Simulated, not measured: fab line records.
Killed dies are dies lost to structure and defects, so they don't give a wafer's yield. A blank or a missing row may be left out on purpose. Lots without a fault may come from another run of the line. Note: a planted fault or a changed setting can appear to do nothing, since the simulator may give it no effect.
Comparing a struck lot with a sound one :: flow nand-harc :: 15 steps out of a route of 1302
Sound: the wafers L456.1, L456.2, L456.4. Wafers L446.1, L446.5, L446.6 were the ones struck. Last of all comes the cause.
Each step with rows lists, per side, the tool, then ch with its chambers, then its first start. Under that, the readings that differ: sound wafers :: struck wafers :: difference of the means :: sigmas: that difference in standard deviations of wafers without a fault.
alike: a reading whose means differ by less than 2 such deviations, as well as words and numbers matching on both sides. not compared: withheld readings; readings where some wafer has no value; bounds like >300 that might hide an equal value; numbers whose values overlap and for which the record gives no deviation.
A row with sigmas, a row that says differs or no value, or rows on one side alone: a step with any of these is where the two part. When numbers do not overlap yet have no deviation, they are printed without sigmas and do not part them. A reading missing from all wafers of one side parts the sides only when that side holds two or more wafers.

NHARC_A_CHANNEL_HOLE_D1_ETCH_44: etches the open film in CF4/O2, target depth 140 nm, overetch 14 nm, time 77 s.
  sound on rie-diel-05 ch 1,2,3, day 15 12:25; struck on rie-diel-05 ch 0,2, day 11 08:12
  alike: drypump-motor-current-A, oes-product-au, rf-vpp-V, showerhead-plenum-p-Torr, throttle-valve-pct
  not compared: rf-hours-counter-h
NHARC_A_CHANNEL_HOLE_D1_STRIP_27: strips in O2.
  sound: rie-diel-05 ch 1,2,3; struck: rie-diel-05 ch 0,1,2
  alike: drypump-motor-current-A, oes-product-au, rf-vpp-V, showerhead-plenum-p-Torr, throttle-valve-pct
  not compared: rf-hours-counter-h
then, 2 steps without rows for these wafers: NHARC_A_CHANNEL_HOLE_D1_PRECLEAN_28 (cleans in SC1); NHARC_A_CHANNEL_HOLE_D1_SRD_29.
NHARC_A_CHANNEL_HOLE_D1_CD_MEAS_30:
  sound: cd-sem-01 at day 15 13:12; struck: cd-sem-02 at day 11 09:06
  alike: cd-nm
NHARC_A_CHANNEL_HOLE_D1_XSEM_31:
  sound on xsem-02 ch 0, day 15 13:17; struck on xsem-02 ch 0, day 11 09:11
reading: bow-nm (nm)
sound: 8.63 8.57 8.65
struck: 9.18 9.22 9.17
difference: +0.57
sigmas: +2
  alike: bot-cd-nm, tilt-deg
NHARC_A_CHANNEL_HOLE_D1_INSPECT_40:
  sound: defect-inspect-02 at day 15 13:23; struck: defect-inspect-01 at day 11 09:17
  alike: raw-defect-count
then, 2 steps without rows for these wafers: NHARC_A_CHANNEL_FILL_D1_PRECLEAN_00 (cleans in SC1); NHARC_A_CHANNEL_FILL_D1_SRD_01.
NHARC_A_CHANNEL_FILL_D1_ALD_02: deposits SiO2, target thk 6 nm, pulse time 10 s, ald cycles 60.
  sound on ald-hk-03 ch 1,2,3, day 15 13:40; struck on ald-hk-03 ch 0,2,3, day 11 09:42
  alike: ald-cycles, heater-power-w, precursor-pulse-height-rel, susceptor-temp-C
then, 2 steps without rows for these wafers: NHARC_A_CHANNEL_FILL_D1_ALD_03 (deposits SiNx, target thk 6 nm, pulse time 60 s, ald cycles 58); NHARC_A_CHANNEL_FILL_D1_ALD_14 (deposits SiO2, target thk 2.5 nm, pulse time 10 s, ald cycles 25).
NHARC_A_CHANNEL_FILL_D1_ALD_15: deposits SiNx, target thk 2 nm, pulse time 60 s, ald cycles 19.
  sound on ald-sin-batch-02 ch 0, day 15 23:49; struck on ald-sin-batch-02 ch 0, day 11 19:11
reading: ald-cycles
sound: 19 19 19
struck: 20 20 20
difference: +1
sigmas: 

reading: susceptor-temp-C (C)
sound: - - -
struck: 629.6 629.4 629.2
difference: no value on the sound wafers
sigmas: 
  alike: precursor-pulse-height-rel
NHARC_A_CHANNEL_FILL_D1_ALD_16: deposits SiO2, target thk 1.5 nm, pulse time 10 s, ald cycles 15.
  sound on ald-hk-04 ch 0,1,3, day 16 02:13; struck on ald-hk-01 ch 0,2,3, day 11 21:19
  alike: ald-cycles, heater-power-w, precursor-pulse-height-rel, susceptor-temp-C
following that, these wafers have no rows for 1 step: NHARC_END_SORT_01.

== WHERE THEY PART ==
First at NHARC_A_CHANNEL_HOLE_D1_XSEM_31; last, within this record, at NHARC_A_CHANNEL_FILL_D1_ALD_15. Later steps at which nothing parts them and some readings are alike: NHARC_A_CHANNEL_FILL_D1_ALD_16.

WHY: what the simulator had put in
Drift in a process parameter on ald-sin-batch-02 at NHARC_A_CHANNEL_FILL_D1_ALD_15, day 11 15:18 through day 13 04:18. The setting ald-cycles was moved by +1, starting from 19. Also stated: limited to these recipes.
